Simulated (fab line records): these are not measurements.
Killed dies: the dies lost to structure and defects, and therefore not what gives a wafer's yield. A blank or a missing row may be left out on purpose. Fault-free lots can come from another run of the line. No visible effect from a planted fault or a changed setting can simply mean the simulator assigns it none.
Comparing a struck lot with a sound one	flow n5-finfet	39 steps out of a route of 1938
Sound: these wafers, L253.1, L253.2, L253.5. Struck: wafers L256.3, L256.5 (left out: L256.2, a lot-mate that was not struck); the cause follows at the end.
For every step that has rows: the tool of each side, followed by ch and its chambers, followed by its first start. Under that, the readings that differ: sound wafers	struck wafers	difference of the means	sigmas: that difference in standard deviations of wafers without a fault.
alike: readings whose means differ by less than 2 such deviations, and words and numbers that are the same on both sides. not compared: withheld readings, readings that some wafer has no value for, bounds like >300 that may hide the same value, and numbers for which the record gives no deviation and whose values overlap.
The two part at a step that has a row with sigmas, a row that says differs or no value, or rows on one side only. Non-overlapping numbers with no deviation appear without sigmas and do not part them. Lack of a reading on every wafer of one side parts them only where that side has two or more wafers.

first, 9 steps without rows for these wafers: N5_MOL_CONTACT_COAG_CVD_140 (deposits W, target thk 66.5 nm, time 215 s); N5_MOL_CONTACT_COAG_PRECLEAN_127 (cleans in DIW, time 57.5 s); N5_MOL_CONTACT_COAG_SRD_128 (dry time 32 s); N5_MOL_CONTACT_COAG_CMP_52 (polishes, stops on SiO2, t overpolish 1.5 s, target thk 66.5 nm); N5_MOL_CONTACT_COAG_ANNEAL_112 (time 1800 s); N5_BEOL_M0_SAQP_PECVD_00 (deposits SiCN from 3MS/NH3, target thk 8 nm, time 14 s); N5_BEOL_M0_SAQP_ILD_DEP_01 (deposits SiOC from DEMS/O2, target thk 45.419 nm, time 8.7 s); N5_BEOL_M0_SAQP_HM_DEP_02 (deposits TiN, target thk 12 nm); N5_BEOL_M0_SAQP_PECVD_03 (deposits SiCN from 3MS/NH3, target thk 12 nm, time 21.1 s).
N5_BEOL_M0_SAQP_PECVD_96: deposits a-Si from SiH4/He, target thk 45 nm, time 45.2 s.
  sound on pecvd-02 ch 0,1,2, day 9 23:40; struck on pecvd-01 ch 0, day 10 08:01
reading	sound	struck	difference	sigmas
run-length-s (s)	82.5 80.6 81.0	57.8 57.5	-23.7	-46
model.a-Si_of_BEOL_M0_SAQP_PECVD_96.thk-nm (nm)	45.8 45 45.6	22 22	-23	
  alike: heater-power-w, showerhead-plenum-p-Torr, throttle-valve-pct
then, 25 steps without rows for these wafers: N5_BEOL_M0_SAQP_PECVD_97 (deposits SiNx from SiH4/NH3/N2, target thk 23 nm, time 19.9 s); N5_BEOL_M0_SAQP_PECVD_04 (deposits a-Si from SiH4/He, target thk 60 nm, time 60.2 s); N5_BEOL_M0_SAQP_HM_DEP_111 (deposits SiO2 from SiH4/N2O, target thk 12 nm, time 7.2 s); N5_BEOL_M0_SAQP_COAT_81 (time 60 s, resist thk 100 nm); N5_BEOL_M0_SAQP_COAT_82 (time 60 s, resist thk 30 nm); N5_BEOL_M0_SAQP_COAT_08 (resist thk 90 nm); N5_BEOL_M0_SAQP_EBR_10; N5_BEOL_M0_SAQP_SOFTBAKE_09 (time 60 s); N5_BEOL_M0_SAQP_EXPOSE_11 (exposes mask M0 CORE, target cd 42 nm); N5_BEOL_M0_SAQP_PEB_12 (peb time 60 s); N5_BEOL_M0_SAQP_DEVELOP_13 (develop time 30 s); N5_BEOL_M0_SAQP_DESCUM_19 (chemistry O2, time 7.9 s); N5_BEOL_M0_SAQP_ETCH_83 (etches SiARC in CF4, target depth 39 nm, time 65 s); N5_BEOL_M0_SAQP_ETCH_84 (etches SOC in N2/H2, target depth 100 nm, overetch 20 nm, time 150 s); N5_BEOL_M0_SAQP_STRIP_80 (strips in N2/H2); N5_BEOL_M0_SAQP_HM_OPEN_112 (chemistry CHF3/O2, target SiO2, stops on a-Si, target depth 12 nm, time 13.5 s); N5_BEOL_M0_SAQP_STRIP_113 (strips in CHF3/O2); N5_BEOL_M0_SAQP_MANDREL_ETCH_20 (etches a-Si in HBr/Cl2, stops on SiNx, target depth 60 nm, bt time 10 s, time 30 s); N5_BEOL_M0_SAQP_STRIP_86 (strips in N2/H2); N5_BEOL_M0_SAQP_STRIP_115 (strips in post etch residue remover, time 60 s); N5_BEOL_M0_SAQP_SRD_93 (time 30 s); N5_BEOL_M0_SAQP_RECESS_114 (chemistry HF/NH3, target SiO2, target depth 14.4 nm, afs cycles 3, sublimation time 60 s); N5_BEOL_M0_SAQP_SPACER1_ALD_98 (deposits SiO2, target thk 12.8 nm, pulse time 1 s, purge time 2 s); N5_BEOL_M0_SAQP_SPACER1_ETCHBACK_99 (etches SiO2 in CHF3/O2, target depth 15.4 nm, time 7.7 s); N5_BEOL_M0_SAQP_MANDREL1_REMOVE_100 (chemistry HBr/Cl2/O2, target a-Si, stops on SiNx, bt time 10 s).
N5_BEOL_M0_SAQP_MANDREL_ETCH_103: etches a-Si in HBr/Cl2, stops on SiCN, target depth 45 nm, bt time 10 s, time 27 s.
  sound on rie-si-06 ch 1,2, day 10 02:31; struck on rie-si-06 ch 0,2, day 10 10:41
reading	sound	struck	difference	sigmas
oes-product-au (a.u.)	0.690 0.660 0.690	0.486 0.465	-0.204	-14
throttle-valve-pct (%)	35.4 35.3 35.4	36.5 35.8	+0.8	+2
model.etch.depth-nm (nm)	45.77 44.97 45.54	21.91 21.91	-23.52	
  alike: drypump-motor-current-A, he-backside-leak-sccm
  not compared: rf-hours-counter-h
N5_BEOL_M0_SAQP_SPACER2_ETCHBACK_27: etches SiO2 in CHF3/O2, target depth 22.5 nm, time 11.25 s.
  sound on rie-diel-01 ch 1,2,3, day 10 03:54; struck on rie-diel-01 ch 0,1, day 10 12:47
reading	sound	struck	difference	sigmas
model.a-Si_of_BEOL_M0_SAQP_PECVD_96.thk-nm (nm)	43.6 42.8 43.4	19.6 19.8	-23.6	
  alike: drypump-motor-current-A, oes-product-au, rf-vpp-V, showerhead-plenum-p-Torr, throttle-valve-pct
  not compared: rf-hours-counter-h
N5_BEOL_M4_RC_MEAS_101:
  sound on prober-01 ch 0, day 12 03:56; struck on prober-02 ch 0, day 12 08:55
  alike: DIBL_N, DIBL_P, IOFF_N, IOFF_P, ION_N, ION_P, SS_N, SS_P, VT_N, VT_P
next, for these wafers, 1 step has no rows: N5_PASSIVATION_PROBE_49.

WHERE THEY PART
First at N5_BEOL_M0_SAQP_PECVD_96; last, within this record, at N5_BEOL_M0_SAQP_MANDREL_ETCH_103. Later steps at which nothing parts them and some readings are alike: N5_BEOL_M0_SAQP_SPACER2_ETCHBACK_27, N5_BEOL_M4_RC_MEAS_101.

WHY: the cause the simulator had injected
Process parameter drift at N5_BEOL_M0_SAQP_PECVD_96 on pecvd-01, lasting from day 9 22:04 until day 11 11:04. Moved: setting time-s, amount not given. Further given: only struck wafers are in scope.
